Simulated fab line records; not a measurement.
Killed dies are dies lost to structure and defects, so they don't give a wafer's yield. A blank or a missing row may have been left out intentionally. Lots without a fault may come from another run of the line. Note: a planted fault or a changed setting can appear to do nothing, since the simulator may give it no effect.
Comparing a struck lot with a sound one -- flow n5 finfet -- 38 steps out of a route of 1938
Sound: the wafers L295.3, L295.5, L295.6. Struck: wafer L292.2. (L292.3, L292.6 of the same lot were not struck and are left out.) The cause comes at the end.
Each step with rows lists, per side, the tool, then ch with its chambers, then its first start. Under that, the readings that differ: sound wafers -- struck wafers -- difference of the means -- sigmas: that difference in standard deviations of wafers without a fault.
alike: readings with means less than 2 such deviations apart, plus words and numbers identical on both sides. not compared: withheld readings, readings lacking a value on some wafer, bounds such as >300 that could conceal the same value, and numbers that have no deviation in the record and whose values overlap.
Wherever a step has rows on one side only, a row that says differs or no value, or a row with sigmas, the two part there. Numbers that have no deviation but don't overlap get no sigmas and don't part them. A reading missing from all wafers of one side parts the sides only when that side holds two or more wafers.

first, 11 steps without rows for these wafers: N5_BEOL_M5_ANNEAL_82 (time 1800 s); N5_BEOL_M5_SPUTTER_83 (material Cu, target thk 15 nm, time 27.62 s); N5_BEOL_M5_ANNEAL_84 (time 1800 s); N5_BEOL_M5_SPUTTER_88 (material Cu, target thk 15 nm, time 27.62 s); N5_BEOL_M5_ANNEAL_89 (time 1800 s); N5_BEOL_M5_SPUTTER_90 (material Cu, target thk 4.5 nm, time 8.29 s); N5_BEOL_M5_ECD_50 (material Cu, target thk 300 nm); N5_BEOL_M5_ANNEAL_51 (time 90 s); N5_BEOL_M5_CMP_52 (polishes, stops on SiCOH lowk, t overpolish 6.9 s, target thk 62 nm); N5_BEOL_M5_PRE_CLEAN_77 (time 15 s); N5_BEOL_M5_CO_CAP_78 (material Co, precursor CCTBA/H2, target thk 2 nm, time 102.1 s).
N5_BEOL_M5_PRE_CLEAN_55: time 15 s.
  sound on pecvd-01 ch 0,1,2, day 12 15:44; struck on pecvd-04 ch 0,2, day 12 08:23
then, 1 step without rows for these wafers: N5_BEOL_M5_DEP_56 (deposits SiCN from 3MS/NH3, target thk 8 nm, time 14 s).
N5_BEOL_M5_INSPECT_58: inspects for defects (darkfield).
  sound on defect inspect-02, day 12 15:51; struck on defect inspect-02, day 12 08:31
reading,sound,struck,difference,sigmas
raw defect count,57 51 70,529,+470,+26
then, 12 steps without rows for these wafers: N5_BEOL_M6_ILD_DEP_00 (deposits SiCOH lowk from DEMS/porogen, target thk 179.75 nm, time 33.4 s); N5_BEOL_M6_CURE_74 (cures SiCOH lowk, time 240 s); N5_BEOL_M6_PECVD_70 (deposits SiO2 from TEOS/O2, target thk 20 nm, time 22.7 s); N5_BEOL_M6_HM_DEP_02 (deposits TiN, target thk 20 nm); N5_BEOL_M6_COAT_59 (time 60 s, resist thk 100 nm); N5_BEOL_M6_COAT_60 (time 60 s, resist thk 35 nm); N5_BEOL_M6_COAT_05 (resist thk 90 nm); N5_BEOL_M6_EBR_07; N5_BEOL_M6_SOFTBAKE_06 (time 60 s); N5_BEOL_M6_EXPOSE_08 (exposes mask M6); N5_BEOL_M6_PEB_09 (peb time 60 s); N5_BEOL_M6_DEVELOP_10 (develop time 30 s).
N5_BEOL_M6_INSPECT_13: inspects for defects (brightfield).
  sound on defect inspect-02, day 12 19:04; struck on defect inspect-02, day 12 10:32
reading,sound,struck,difference,sigmas
raw defect count,384 324 331,893,+547,+6
then, 9 steps without rows for these wafers: N5_BEOL_M6_DESCUM_16 (chemistry O2, time 7.9 s); N5_BEOL_M6_ETCH_61 (etches SiARC in CF4, target depth 45.5 nm, time 75.8 s); N5_BEOL_M6_ETCH_62 (etches SOC in N2/H2, target depth 110 nm, overetch 22 nm, time 165 s); N5_BEOL_M6_STRIP_68 (strips in N2/H2); N5_BEOL_M6_STRIP_67 (strips in CF4); N5_BEOL_M6_HM_OPEN_17 (chemistry Cl2/BCl3, target TiN, target depth 20 nm, overetch 6 nm); N5_BEOL_M6_STRIP_19 (strips in O2); N5_BEOL_M6_COAT_63 (time 60 s, resist thk 60 nm); N5_BEOL_M6_COAT_64 (time 60 s, resist thk 12 nm).
N5_BEOL_M6_INSPECT_30: inspects for defects (brightfield).
  sound on defect inspect-02, day 12 21:50; struck on defect inspect-01, day 12 13:04
reading,sound,struck,difference,sigmas
raw defect count,373 332 350,803,+451,+5
-- the record jumps here: 4 days lie between the struck wafers' starts before and after (it left off in module BEOL_M6 and takes up again in module PASSIVATION, whose first step shown is number 1936 of the route) --
N5_PASSIVATION_PROBE_49:
  record: rows for the struck wafers here (prober-02, day 16 11:13), none for the sound ones

== WHERE THEY PART ==
Earliest at N5_BEOL_M5_INSPECT_58; latest, in this record, at N5_PASSIVATION_PROBE_49.

WHY: the cause the simulator had injected
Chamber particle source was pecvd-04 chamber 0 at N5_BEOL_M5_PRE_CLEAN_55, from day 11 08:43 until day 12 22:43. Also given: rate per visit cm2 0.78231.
